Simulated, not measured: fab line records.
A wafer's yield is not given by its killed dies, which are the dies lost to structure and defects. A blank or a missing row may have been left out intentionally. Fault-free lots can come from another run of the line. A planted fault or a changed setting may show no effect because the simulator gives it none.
Lot-split experiment    flow n5Finfet    21 wafers read from 7 lots, route of 1938 steps

ABOUT THE SPLIT
At N5_BEOL_M6_EXPOSE_25 (exposes mask V5, target cd 40 nm), the setting doseMj was moved away from the recipe's 45 on 9 of the 21 wafers read, by -5.6% to +5.9%. All remaining wafers had this setting at the recipe value.

FROM THE SPLIT TO THE READING: what the file shows between them, 5 steps
- N5_BEOL_M6_PEB_26: peb time 60 s
- N5_BEOL_M6_DEVELOP_27: develop time 30 s
- N5_BEOL_M6_DESCUM_33: chemistry O2, time 7 s
- N5_BEOL_M6_ETCH_72: etches underlayer in N2/H2, target depth 6.5 nm, time 5.2 s
- N5_BEOL_M6_ETCH_65: etches SiARC in CF4, target depth 15.6 nm, time 26 s

THE READING
BEOL_M6.cdNm (the simulator's own value, which no gauge read), in nm, at N5_BEOL_M6_ETCH_66 (etches SOC in N2/H2, target depth 80 nm, overetch 16 nm, time 120 s). No usual value for it is given in the file. Across the 12 wafers here that went through the recipe, the average is 40.0 nm and the standard deviation 0.26 nm.

wafer   tool, chamber at the split  doseMj as run  against the recipe  BEOL_M6.cdNm, nm  against lot-mates on the recipe
L079.1  euvScanner-01, 0            45             recipe              40.2              -
L079.3  euvScanner-01, 0            45             recipe              40.2              -
L079.6  euvScanner-01, 0            43.58          -3.2%               39.6              -0.6
L082.3  euvScanner-01, 0            42.46          -5.6%               38.8              no lot-mate on the recipe
L082.4  euvScanner-01, 0            42.46          -5.6%               38.6              no lot-mate on the recipe
L082.5  euvScanner-01, 0            42.46          -5.6%               38.6              no lot-mate on the recipe
L080.1  euvScanner-01, 0            47.66          +5.9%               41.2              +1.6
L080.2  euvScanner-01, 0            45             recipe              39.6              -
L080.4  euvScanner-01, 0            47.66          +5.9%               41                +1.4
L083.2  euvScanner-02, 0            45             recipe              40                -
L083.3  euvScanner-02, 0            45             recipe              39.6              -
L083.6  euvScanner-02, 0            45             recipe              40.4              -
L092.1  euvScanner-01, 0            45             recipe              40                -
L092.6  euvScanner-01, 0            45             recipe              40                -
L092.5  euvScanner-01, 0            42.49          -5.6%               38.6              -1.4
L090.3  euvScanner-02, 0            45             recipe              40                -
L090.5  euvScanner-02, 0            45             recipe              39.8              -
L090.6  euvScanner-02, 0            45             recipe              40.2              -
L096.2  euvScanner-02, 0            43.93          -2.4%               39                -1.4
L096.3  euvScanner-02, 0            45             recipe              40.4              -
L096.6  euvScanner-02, 0            43.93          -2.4%               39.8              -0.6

THE FIT
A straight line over all 21 wafers: BEOL_M6.cdNm changes by +0.217 nm for each +1% of doseMj; r = +0.93; the points scatter about the line by 0.27 nm.
The same after taking each lot's own level away (the mean of its wafers on the recipe; 18 wafers): +0.263 nm for each +1%; r = +0.94; scatter 0.26 nm.
According to that fit, moving doseMj by its largest amount changes the reading by 1.6 nm.
Measured against the standard deviation above, the lots' own levels, which go from 39.60 to 40.40 nm, span 3.1 times it.
Thus the slope moves with the lot-to-lot level: the two fits are different.
Check: with one of the wafers moved furthest among these (+5.9%) left out of the fit, the line predicts +1.48 nm for it against its lot-mates. Against them it came out at +1.6 nm.

OTHER SPLITS ON THESE WAFERS
These wafers also went through other splits before the reading. Each is held against what the fit with the lots' levels taken away leaves over:
other split on the same wafers   wafers away from the commonest value  r with BEOL_M6.cdNm (lot level and that fit taken away)
N5_BEOL_M1_ETCH_70 biasW         6                                     -0.21
N5_BEOL_M3_VIA_ETCH_34 biasW     10                                    +0.41
N5_BEOL_M3_TRENCH_ETCH_37 biasW  8                                     +0.09
N5_BEOL_M3_CMP_52 downForcePsi   7                                     +0.49
N5_BEOL_M6_ETCH_62 biasW         9                                     -0.13

THE WHOLE CHAIN: every reading that the file lists as answering this split, in the file's order
step                  what it does                                                         reading                                                        change (the file's fit)                r (the file's)
N5_BEOL_M6_DESCUM_33  chemistry O2, time 7 s                                               BEOL_M6.cdNm (the simulator's own value, which no gauge read)  +0.273 nm for each +1% of the setting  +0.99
N5_BEOL_M6_ETCH_65    etches SiARC in CF4, target depth 15.6 nm, time 26 s                 BEOL_M6.cdNm (the simulator's own value, which no gauge read)  +0.28 nm for each +1% of the setting   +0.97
N5_BEOL_M6_ETCH_66    etches SOC in N2/H2, target depth 80 nm, overetch 16 nm, time 120 s  BEOL_M6.cdNm (the simulator's own value, which no gauge read)  +0.256 nm for each +1% of the setting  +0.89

THE FILE'S OWN FIT
BEOL_M6.cdNm changes by +0.256 nm for each +1% of doseMj, r = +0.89.
